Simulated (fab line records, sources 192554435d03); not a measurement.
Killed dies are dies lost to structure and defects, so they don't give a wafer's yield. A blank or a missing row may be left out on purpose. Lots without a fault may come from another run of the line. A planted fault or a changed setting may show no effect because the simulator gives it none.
A struck lot beside a sound one | flow n5_finfet | 40 steps out of a route of 1938
Sound: wafers L355.3, L355.4, L355.6. Struck: wafer L360.3. (L360.4, L360.5 of the same lot were not struck and are left out.) The cause comes at the end.
At each step with rows: each side's tool, then ch and its chambers, then its first start. Under that, the readings that differ: sound wafers | struck wafers | difference of the means | sigmas: that difference in standard deviations of wafers without a fault.
alike: readings whose means differ by less than 2 such deviations, and words and numbers that are the same on both sides. not compared: withheld readings, readings that some wafer has no value for, bounds like >300 that may hide the same value, and numbers for which the record gives no deviation and whose values overlap.
The two part at a step that has a row with sigmas, a row that says differs or no value, or rows on one side only. Numbers that don't overlap but have no deviation are shown without sigmas and don't part them. A reading that every wafer of one side lacks parts them only if that side has two wafers or more.

first, 7 steps without rows for these wafers: N5_GATE_CUT_ETCH_37 (etches SOC in N2/H2, target depth 60 nm, overetch 12 nm, time 90 s); N5_GATE_CUT_STRIP_38 (strips in N2/H2); N5_GATE_CUT_STRIP_39 (strips in N2/H2); N5_GATE_CUT_HM_OPEN_40 (chemistry C4F6/O2, target SiO2, target depth 139 nm, time 85.1 s); N5_GATE_CUT_STRIP_41 (strips in CF4); N5_GATE_CUT_STRIP_42 (strips in O2); N5_GATE_CUT_ETCH_19 (etches SiNx in CH3F/O2, target depth 53.7 nm, time 76.7 s).
N5_GATE_CUT_CUT_ETCH_53: etches W in SF6/Cl2, target depth 79.2 nm.
  sound on rie_metal-01 ch 0,1, day 4 22:13; struck on rie_metal-01 ch 1, day 6 07:51
  reading    | sound             | struck | difference | sigmas
  bias_w (W) | 79.54 79.58 79.77 | 80.36  | +0.73      | +3
  alike: drypump_motor_current_A, etch_rf_on_time_s, oes_product_au, throttle_valve_pct
  not compared: rf_hours_counter_h
then, 2 steps without rows for these wafers: N5_GATE_CUT_CUT_ETCH_54 (etches TiN in Cl2/BCl3, target depth 96.7 nm); N5_GATE_CUT_CUT_ETCH_55 (etches HfO2 in BCl3, target depth 3.2 nm).
N5_GATE_CUT_ETCH_47: etches SiO2 in Cl2/BCl3, target depth 10 nm.
  sound on rie_metal-01 ch 0,1, day 4 22:22; struck on rie_metal-01 ch 1, day 6 07:59
  alike: bias_w, drypump_motor_current_A, oes_product_au, throttle_valve_pct
  not compared: rf_hours_counter_h
then, 1 step without rows for these wafers: N5_GATE_CUT_VAPOR_ETCH_48 (etches TiN in BCl3/Cl2).
N5_GATE_CUT_VAPOR_ETCH_49: etches TiAlC in BCl3/Cl2.
  sound on rie_metal-01 ch 0,1, day 4 22:25; struck on rie_metal-01 ch 1, day 6 08:03
  alike: drypump_motor_current_A, oes_product_au
then, 5 steps without rows for these wafers: N5_GATE_CUT_VAPOR_ETCH_51 (etches HfO2 in BCl3/Cl2); N5_GATE_CUT_STRIP_21 (strips in N2/H2, time 30 s); N5_GATE_CUT_STRIP_29 (strips in post etch residue remover, time 60 s); N5_GATE_CUT_SRD_52 (time 30 s); N5_GATE_CUT_ALD_22 (deposits SiNx, target thk 16 nm, pulse time 1 s, ald cycles 320).
N5_GATE_CUT_CMP_23: polishes, stops on SiO2, t overpolish 23.4 s, target thk 16 nm.
  sound on cmp-04 ch 0,1, day 5 00:08; struck on cmp-03 ch 0, day 6 09:51
  alike: motor_current_A, overpolish_run_s, retaining_ring_pressure_frac, time_to_endpoint_s
N5_GATE_CUT_THK_MEAS_24:
  sound on film_metro-02, day 5 00:26; struck on film_metro-01, day 6 10:07
  alike: GC_FILL_THK
N5_GATE_CUT_CMP_43: polishes SiO2.
  sound on cmp-03 ch 2,3, day 5 00:32; struck on cmp-01 ch 2, day 6 10:08
  alike: motor_current_A, retaining_ring_pressure_frac
then, 10 steps without rows for these wafers: N5_GATE_CUT_CMP_61 (polishes, stops on SiNx, t overpolish 3 s); N5_MOL_CONTACT_COAG_COAT_103 (time 60 s, resist thk 80 nm); N5_MOL_CONTACT_COAG_COAT_104 (time 60 s, resist thk 12 nm); N5_MOL_CONTACT_COAG_COAT_58 (time 60 s, resist thk 10 nm); N5_MOL_CONTACT_COAG_COAT_02 (resist thk 30 nm); N5_MOL_CONTACT_COAG_EBR_04; N5_MOL_CONTACT_COAG_SOFTBAKE_03 (time 60 s); N5_MOL_CONTACT_COAG_EXPOSE_05 (exposes mask CA, defocus 0 nm); N5_MOL_CONTACT_COAG_PEB_06 (peb time 60 s); N5_MOL_CONTACT_COAG_DEVELOP_07 (develop time 30 s).
N5_MOL_CONTACT_COAG_CD_MEAS_08: target cd 28 nm.
  sound on cd_sem-02 ch 0, day 5 01:28; struck on cd_sem-02 ch 0, day 6 11:09
  alike: cd_nm
N5_MOL_CONTACT_COAG_OVL_MEAS_09:
  sound on overlay-01 ch 0, day 5 01:31; struck on overlay-01 ch 0, day 6 11:11
  alike: CA_OVL
then, 2 steps without rows for these wafers: N5_MOL_CONTACT_COAG_DESCUM_13 (chemistry O2, time 7 s); N5_MOL_CONTACT_COAG_ETCH_59 (etches underlayer in N2/H2, target depth 13 nm, time 10.4 s).
N5_MOL_CONTACT_COAG_ETCH_105: etches SiARC in CF4, target depth 15.6 nm, time 26 s.
  sound on rie_diel-04 ch 0,2,3, day 5 01:38; struck on rie_diel-04 ch 2, day 6 11:19
  alike: bias_w, cf4_flow_sccm, drypump_motor_current_A, etch_rf_on_time_s, oes_product_au, rf_vpp_V, showerhead_plenum_p_Torr, throttle_valve_pct
  not compared: rf_hours_counter_h
then, 3 steps without rows for these wafers: N5_MOL_CONTACT_COAG_ETCH_106 (etches SOC in N2/H2, target depth 80 nm, overetch 16 nm, time 120 s); N5_MOL_CONTACT_COAG_STRIP_107 (strips in N2/H2); N5_MOL_CONTACT_COAG_STRIP_108 (strips in N2/H2).
-- the record jumps here: 8 days lie between the struck wafers' starts before and after (it left off in module MOL_CONTACT_COAG and takes up again in module PASSIVATION, whose first step shown is number 1936 of the route) --
N5_PASSIVATION_PROBE_49:
  sound on prober-02, day 12 13:32; struck on prober-01, day 14 08:02
  reading                  | sound          | struck | difference | sigmas
  defect_limited_yield (%) | 93.1 93.1 93.6 | 83.0   | -10.3      | -6
  killed_at_front_end      | 19 41 27       | 155    | +126       | +10
  killed_dies              | 81 82 76       | 201    | +121       | +6
  sort_bin_5_function (%)  | 4.2 3.7 3.3    | 11.1   | +7.4       | +7
  sort_n_pass              | 1099 1098 1104 | 979    | -121       | -6
  sort_yield_pct (%)       | 93.1 93.1 93.6 | 83.0   | -10.3      | -6
  alike: killed_at_M0_to_M3, killed_at_M4_up, killed_at_contacts, killed_at_other, killed_on_rim, killed_open, killed_short, sort_bin_6_memory

WHERE THEY PART
First at N5_GATE_CUT_CUT_ETCH_53; last, within this record, at N5_PASSIVATION_PROBE_49.

WHY: what the simulator had put in
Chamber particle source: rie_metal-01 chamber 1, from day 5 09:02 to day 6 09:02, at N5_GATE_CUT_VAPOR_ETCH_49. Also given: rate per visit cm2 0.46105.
